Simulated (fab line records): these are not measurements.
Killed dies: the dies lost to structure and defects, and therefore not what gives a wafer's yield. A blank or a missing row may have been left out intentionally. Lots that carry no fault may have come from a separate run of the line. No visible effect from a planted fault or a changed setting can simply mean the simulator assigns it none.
Lot-split experiment / flow n5Finfet / on a route of 1938 steps: 7 lots, 21 wafers read

== ON THE SPLIT ==
At N5_WELL_APT_EXPOSE_05 (exposes mask NWELL, defocus 0 nm, target cd 200 nm), the setting doseMj was moved away from the recipe's 20.3 on 10 of the 21 wafers read, by -5.9% to +6.4%. This setting was run at the recipe's value on the other wafers.

== FROM THE SPLIT TO THE READING: what the file shows between them, 2 steps ==
- N5_WELL_APT_DEVELOP_07: develop time 45 s (also split here: developTimeS)
- N5_WELL_APT_HARDBAKE_12: time 120 s

== THE READING ==
cdNm at N5_WELL_APT_CD_MEAS_08, given in nm (cd target 200 nm). Fault-free wafers of this fab line usually give 201.0 nm, standard deviation 1.9 nm.

wafer=L075.1; tool, chamber at the split=krfScanner-02, 0; doseMj as run=20.3; against the recipe=recipe; cdNm, nm=199.3; against lot-mates on the recipe=-
wafer=L075.3; tool, chamber at the split=krfScanner-02, 0; doseMj as run=20.3; against the recipe=recipe; cdNm, nm=202.3; against lot-mates on the recipe=-
wafer=L075.6; tool, chamber at the split=krfScanner-02, 0; doseMj as run=20.3; against the recipe=recipe; cdNm, nm=200.1; against lot-mates on the recipe=-
wafer=L079.2; tool, chamber at the split=krfScanner-01, 0; doseMj as run=20.3; against the recipe=recipe; cdNm, nm=199.6; against lot-mates on the recipe=-
wafer=L079.3; tool, chamber at the split=krfScanner-01, 0; doseMj as run=20.3; against the recipe=recipe; cdNm, nm=202.0; against lot-mates on the recipe=-
wafer=L079.5; tool, chamber at the split=krfScanner-01, 0; doseMj as run=20.3; against the recipe=recipe; cdNm, nm=203.8; against lot-mates on the recipe=-
wafer=L082.1; tool, chamber at the split=krfScanner-02, 0; doseMj as run=20.81; against the recipe=+2.5%; cdNm, nm=205.5; against lot-mates on the recipe=+3.0
wafer=L082.2; tool, chamber at the split=krfScanner-02, 0; doseMj as run=20.3; against the recipe=recipe; cdNm, nm=202.5; against lot-mates on the recipe=-
wafer=L082.5; tool, chamber at the split=krfScanner-02, 0; doseMj as run=20.81; against the recipe=+2.5%; cdNm, nm=204.0; against lot-mates on the recipe=+1.5
wafer=L083.2; tool, chamber at the split=krfScanner-02, 0; doseMj as run=21.6; against the recipe=+6.4%; cdNm, nm=212.1; against lot-mates on the recipe=+12.3
wafer=L083.3; tool, chamber at the split=krfScanner-02, 0; doseMj as run=20.3; against the recipe=recipe; cdNm, nm=199.8; against lot-mates on the recipe=-
wafer=L083.4; tool, chamber at the split=krfScanner-02, 0; doseMj as run=20.3; against the recipe=recipe; cdNm, nm=199.8; against lot-mates on the recipe=-
wafer=L086.2; tool, chamber at the split=krfScanner-02, 0; doseMj as run=19.7; against the recipe=-3.0%; cdNm, nm=197.9; against lot-mates on the recipe=no lot-mate on the recipe
wafer=L086.5; tool, chamber at the split=krfScanner-02, 0; doseMj as run=19.7; against the recipe=-3.0%; cdNm, nm=194.6; against lot-mates on the recipe=no lot-mate on the recipe
wafer=L086.6; tool, chamber at the split=krfScanner-02, 0; doseMj as run=19.7; against the recipe=-3.0%; cdNm, nm=197.3; against lot-mates on the recipe=no lot-mate on the recipe
wafer=L092.2; tool, chamber at the split=krfScanner-02, 0; doseMj as run=20.3; against the recipe=recipe; cdNm, nm=200.5; against lot-mates on the recipe=-
wafer=L092.5; tool, chamber at the split=krfScanner-02, 0; doseMj as run=19.1; against the recipe=-5.9%; cdNm, nm=189.7; against lot-mates on the recipe=-10.8
wafer=L092.6; tool, chamber at the split=krfScanner-02, 0; doseMj as run=19.1; against the recipe=-5.9%; cdNm, nm=188.6; against lot-mates on the recipe=-11.9
wafer=L097.2; tool, chamber at the split=krfScanner-02, 0; doseMj as run=19.72; against the recipe=-2.9%; cdNm, nm=196.0; against lot-mates on the recipe=-7.5
wafer=L097.4; tool, chamber at the split=krfScanner-02, 0; doseMj as run=20.3; against the recipe=recipe; cdNm, nm=203.5; against lot-mates on the recipe=-
wafer=L097.5; tool, chamber at the split=krfScanner-02, 0; doseMj as run=19.72; against the recipe=-2.9%; cdNm, nm=198.1; against lot-mates on the recipe=-5.4

THE FIT
A straight line over all 21 wafers: cdNm changes by +1.77 nm for each +1% of doseMj; r = +0.95; the points scatter about the line by 1.6 nm.
The same after taking each lot's own level away (the mean of its wafers on the recipe; 18 wafers): +1.85 nm for each +1%; r = +0.97; scatter 1.4 nm.
On that fit, the largest move of doseMj shifts the reading by 12 nm.
Across the lots, their own levels run from 199.80 to 203.50 nm, a range of 1.9 times the standard deviation given above.
Consequently the slope shifts little with the lot-to-lot level, the two slopes agreeing.
Check: with one of the wafers moved furthest among these (+6.4%) left out of the fit, the line predicts +10.9 nm for it against its lot-mates. It came out at +12.3 nm against them.

== OTHER SPLITS ON THESE WAFERS ==
These wafers also went through other splits before the reading. Each is held against what the fit with the lots' levels taken away leaves over:
other split on the same wafers=N5_WELL_APT_DEVELOP_07 developTimeS; wafers away from the commonest value=5; r with cdNm (lot level and that fit taken away)=+0.48

== THE WHOLE CHAIN: every reading that the file lists as answering this split, in the file's order ==
step=N5_WELL_APT_CD_MEAS_08; what it does=target cd 200 nm; reading=cdNm; change (the file's fit)=+1.88 nm for each +1% of the setting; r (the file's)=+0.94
step=N5_WELL_APT_DESCUM_13; what it does=chemistry O2, time 7.9 s; reading=WELL_APT.cdNm (the simulator's own value, which no gauge read); change (the file's fit)=+1.8 nm for each +1% of the setting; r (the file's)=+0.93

== THE FILE'S OWN FIT ==
cdNm changes by +1.88 nm for each +1% of doseMj, r = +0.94.
